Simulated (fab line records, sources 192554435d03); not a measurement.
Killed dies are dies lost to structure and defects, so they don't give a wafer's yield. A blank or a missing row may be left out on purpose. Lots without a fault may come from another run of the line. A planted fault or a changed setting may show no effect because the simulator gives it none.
fab line records | flow n5_finfet
record lots=6 wafers=18 last_day=17
route steps=1938 shown SD_EPI_P@318 SD_ACTIVATION@330
lots that met no fault: from a run of the same line without faults
start_h: hours from the record's first day to the start of the lot's first wafer shown | wait_h: hours since the lot's step before | " the same as in the row above | L1.1+2: a row that stands for several wafers | - no value, or no start given | * or withheld: withheld | < > ~ a bound
route shown NAME@n: a module of which the file shows steps, and the number in the route of the first | usual: mean/standard deviation of fault-free wafers | same: alike in all rows | chamber/n: place in a boat | sites: the reading at each site | _std_site: their standard deviation | _edge_site: outer sites' mean less inner sites' | radius_mm: how far each site lies from the wafer's centre | mask NAME#n: copy n | behind: the tool/chamber that last shaped the wafer | hold: why the lot was held/for how many hours/how that ended | device: the transistor (n, p or np) that didn't switch | end of line: the same wafers' tests at the end of the route | a step without rows: its recipe alone | killed: dies lost to structure and defects at the first sort, not the wafer's yield | map: a wafer's dies, x killed, . not, _ none there
set.NAME: the setting as run; set.NAME@STEP: as run at that earlier step | model.NAME: the simulator's own value behind a step, which no gauge read
lots at some steps of the route; a table a step, a row a wafer
services: from which hour (start_h, from the record's first day; less than 0 if before it) a tool's chamber was out of use, for how many hours, and why
## steps
# step N5_SD_EPI_P_SRD_20
# recipe dry=ipa_marangoni do_ppb=5 time_s=30 temp_c=23 rinse_liquid=diw
# step N5_SD_EPI_P_PRECLEAN_51
# recipe chemistry=NF3:NH3 afs_cycles=1 temp_c=30 time_s=20 sublimation_temp_c=180 sublimation_time_s=60 pressure_torr=3 rf_power_w=30
# step N5_SD_EPI_P_VAPOR_ETCH_44
# recipe chemistry=NF3/Ar target=SiGe30 temp_c=25 time_s=3.3 mode=isotropic
# step N5_SD_EPI_P_EPI_21
# recipe material=SiGe:B dopant=B temp_c=550 pressure_torr=20 ambient=H2 time_s=355
# step N5_SD_EPI_P_EPI_MEAS_23
# recipe mode=xrd
# usual thk_nm=60.7/1.3
# columns lot.wafer tool chamber start_h wait_h thk_nm
L523.2 film_metro-01 - 65.78 2.0 60.3
L523.4 " - " " 60.5
L523.5 " - " " 60.7
L524.2 film_metro-01 - 70.92 1.5 58.4
L524.4 " - " " 61.1
L524.6 " - " " 61.5
L531.1 film_metro-01 - 116.28 2.4 61.7
L531.2 " - " " 59.9
L531.6 " - " " 60.2
L536.2 film_metro-02 - 144.51 2.0 60.8
L536.3 " - " " 60.9
L536.6 " - " " 58.8
L543.2 film_metro-02 - 189.38 2.0 59.7
L543.3 " - " " 60.3
L543.6 " - " " 58.0
L545.1 film_metro-02 - 196.42 1.8 60.4
L545.4 " - " " 61.6
L545.5 " - " " 61.1
# step N5_SD_EPI_P_HM_STRIP_48
# recipe chemistry=H3PO4 temp_c=160 material=SiNx target=SiNx target_depth_a=30 overetch_fraction=0.3
# step N5_SD_EPI_P_SRD_49
# recipe dry=ipa_marangoni time_s=30 temp_c=23 rinse_liquid=diw
# step N5_SD_EPI_P_PRECLEAN_24
# recipe chemistry=O3/DIW time_s=45 temp_c=22 o3_ppm=10
# step N5_SD_EPI_P_PRECLEAN_32
# recipe chemistry=dHF time_s=10 dilution=500:1 temp_c=25
# step N5_SD_EPI_P_PRECLEAN_33
# recipe chemistry=SC2 time_s=45 temp_c=35 mix=1:1:50
# step N5_SD_EPI_P_SRD_25
# recipe time_s=30 temp_c=23 rinse_liquid=diw dry=ipa_marangoni
# step N5_SD_EPI_P_INSPECT_26
# recipe inspect_instrument=darkfield mode=post_epi
# usual raw_defect_count=193/41
# columns lot.wafer tool chamber start_h wait_h raw_defect_count
L523.2 defect_inspect-01 - 65.95 0.0 135
L523.4 " - " " 133
L523.5 " - " " 141
L524.2 defect_inspect-02 - 71.09 0.0 169
L524.4 " - " " 174
L524.6 " - " " 219
L531.1 defect_inspect-01 - 116.46 0.0 205
L531.2 " - " " 279
L531.6 " - " " 275
L536.2 defect_inspect-02 - 144.68 0.0 233
L536.3 " - " " 220
L536.6 " - " " 254
L543.2 defect_inspect-01 - 189.56 0.0 250
L543.3 " - " " 268
L543.6 " - " " 212
L545.1 defect_inspect-01 - 196.60 0.0 199
L545.4 " - " " 187
L545.5 " - " " 282
# step N5_SD_ACTIVATION_RTA_00
# recipe temp_c=975 time_s=0 ambient=N2 idle_temp_c=600 ramp_up_c_per_s=150 ramp_down_c_per_s=60 cool_to_c=600
# usual lamp_power_pct=8.95/0.051 lamp_zone_1_pct=8.954/0.024 lamp_zone_2_pct=8.953/0.024 lamp_zone_3_pct=8.954/0.028 lamp_zone_4_pct=8.954/0.026 lamp_zone_5_pct=8.953/0.027 lamp_zone_6_pct=8.880/0.028 lamp_zone_7_pct=9.348/0.027 wafer_temp_C_max=975.0/2
# columns lot.wafer tool chamber start_h wait_h lamp_power_pct lamp_zone_1_pct lamp_zone_2_pct lamp_zone_3_pct lamp_zone_4_pct lamp_zone_5_pct lamp_zone_6_pct lamp_zone_7_pct wafer_temp_C_max
L523.2 rtp_anneal-02 0 66.01 0.1 9.00 8.991 8.940 8.977 8.967 8.956 8.893 9.328 976.3
L523.4 " 0 " " 8.92 8.952 8.945 8.982 8.975 8.977 8.906 9.276 976.6
L523.5 " 0 " " 8.94 8.974 8.985 8.963 8.954 8.941 8.938 9.299 974.3
L524.2 rtp_anneal-01 0 71.37 0.3 8.91 8.956 8.968 8.925 8.934 8.997 8.915 9.398 973.4
L524.4 " 0 " " 8.87 8.941 8.971 8.981 8.971 8.908 8.826 9.376 972.1
L524.6 " 0 " " 8.92 8.942 8.956 9.002 8.987 8.949 8.909 9.369 972.1
L531.1 rtp_anneal-01 0 116.53 0.1 9.26 9.238 9.234 9.300 9.256 9.221 9.187 9.681 977.3
L531.2 " 0 " " 9.32 9.268 9.244 9.228 9.232 9.294 9.175 9.708 972.3
L531.6 " 0 " " 9.28 9.304 9.218 9.271 9.277 9.283 9.127 9.673 970.9
L536.2 rtp_anneal-01 0 144.82 0.1 9.25 9.296 9.271 9.248 9.241 9.257 9.227 9.645 975.3
L536.3 " 0 " " 9.14 9.279 9.248 9.290 9.263 9.249 9.213 9.634 973.5
L536.6 " 0 " " 9.33 9.254 9.255 9.297 9.254 9.268 9.181 9.683 976.6
L543.2 rtp_anneal-02 0 189.61 0.1 8.96 8.968 8.923 8.990 8.999 9.008 8.883 9.373 974.7
L543.3 " 0 " " 8.95 8.957 8.982 8.917 8.957 8.981 8.881 9.385 976.0
L543.6 " 0 " " 9.01 8.945 8.962 8.912 8.969 8.948 8.878 9.306 975.7
L545.1 rtp_anneal-02 0 196.77 0.2 8.93 8.963 8.937 8.916 8.950 8.975 8.863 9.367 973.3
L545.4 " 0 " " 8.91 8.999 8.945 8.938 8.944 8.964 8.854 9.359 972.7
L545.5 " 0 " " 8.89 8.937 8.959 8.962 8.953 8.963 8.870 9.372 977.1
# step N5_SD_ACTIVATION_LSA_01
# recipe temp_c=1080 time_s=0.0008 ambient=N2
# usual wafer_temp_C_max=1084.9/1.5
# columns lot.wafer tool chamber start_h wait_h wafer_temp_C_max
L523.2 laser_anneal-01 0 66.21 0.2 1083.9
L523.4 " 0 " " 1084.5
L523.5 " 0 " " 1085.0
L524.2 laser_anneal-02 0 71.58 0.2 1086.7
L524.4 " 0 " " 1084.9
L524.6 " 0 " " 1086.3
L531.1 laser_anneal-02 0 116.73 0.2 1085.8
L531.2 " 0 " " 1087.0
L531.6 " 0 " " 1087.7
L536.2 laser_anneal-01 0 145.02 0.2 1083.0
L536.3 " 0 " " 1083.2
L536.6 " 0 " " 1084.8
L543.2 laser_anneal-01 0 189.82 0.2 1082.5
L543.3 " 0 " " 1084.5
L543.6 " 0 " " 1084.5
L545.1 laser_anneal-01 0 196.97 0.2 1084.1
L545.4 " 0 " " 1084.9
L545.5 " 0 " " 1084.4
## services
# columns tool chamber start_h hours kind
laser_anneal-02 - 103.80 1.5 repair
laser_anneal-01 - 116.62 1.6 pm
laser_anneal-02 - 120.51 1.6 pm
rtp_anneal-02 - 151.31 10.7 pm
laser_anneal-02 - 175.14 15.6 pm
laser_anneal-02 - 190.79 10.3 pm
## key
first_sign step=N5_SD_ACTIVATION_RTA_00 reading=lamp_zone_1_pct direction=up sigmas=13 usual=* struck=*
effect step=N5_SD_ACTIVATION_RTA_00 reading=lamp_zone_7_pct direction=up sigmas=12 usual=* struck=*
met_at N5_SD_ACTIVATION_RTA_00
struck_wafers L531.1,L531.2,L531.6,L536.2,L536.3,L536.6
tester_left_out L531,L536
onset_between 71.37 116.53
fault kind=process_parameter_drift tool=rtp_anneal-01 chamber=- onset_h=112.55 steps=N5_SD_ACTIVATION_RTA_00 channel=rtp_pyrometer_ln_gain offset=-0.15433 shape=step end_h=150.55
# tester_left_out: of these lots the tester's yield and bins aren't shown, on N5 and GAA mostly nor the transistor test; their killed dies are dies lost to structure and defects alone, not to doping, threshold or leakage, so they don't give the yield
